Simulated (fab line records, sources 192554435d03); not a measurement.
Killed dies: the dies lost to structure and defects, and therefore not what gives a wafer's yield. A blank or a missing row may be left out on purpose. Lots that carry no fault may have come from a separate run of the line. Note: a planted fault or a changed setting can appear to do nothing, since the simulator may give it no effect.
Chamber matching -- flow n5_finfet -- 4 sister chambers for N5_MOL_CONTACT_COAG_ETCHBACK_134 on rie_diel-02
The step etches SiO2 in CHF3, target depth 10 nm, time 6.7 s. 7 wafers are shown with their chamber, then 8 later ones without.

## EACH WAFER AND ITS CHAMBER
wafer,chamber,showerhead_plenum_p_Torr (Torr),throttle_valve_pct (%)
L074.1,2,2.40,18.78
L074.3,3,2.52,18.39
L078.1,0,2.26,19.01
L084.1,0,2.26,19.04
L084.2,3,2.52,18.43
L084.3,1,2.33,18.48
L085.2,1,2.32,18.50

## WAFERS MISSING THEIR CHAMBER
wafer,showerhead_plenum_p_Torr (Torr),throttle_valve_pct (%)
L085.3,2.51,18.43
L085.4,2.39,18.84
L091.2,2.54,18.63
L091.5,2.54,18.63
L091.6,2.32,18.50
L092.1,2.38,18.86
L092.4,2.32,18.51
L092.6,2.51,18.46

## WHICH CHAMBER EACH ONE RAN IN
wafer,from the rows above,in truth
L085.3,3,3
L085.4,2,2
L091.2,3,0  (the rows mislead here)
L091.5,3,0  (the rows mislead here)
L091.6,1,1
L092.1,2,2
L092.4,1,1
L092.6,3,3
6 of 8 placed correctly. Number that these rows cannot place: 0. Number placed wrongly: 2.
How it was worked out, from the rows above alone: a wafer's distance from a chamber is the root of the sum, over the readings, of the square of ((its reading less the chamber's mean) divided by the reading's scatter). The wafer belongs to the nearest chamber; if the next one is less than 2 further off, it can't be placed. The mean given for a chamber averages the wafers shown for that chamber. The scatter is the square root of a quotient: the sum, over the shown wafers, of each reading's squared deviation from its chamber's mean, divided by wafers minus chambers.
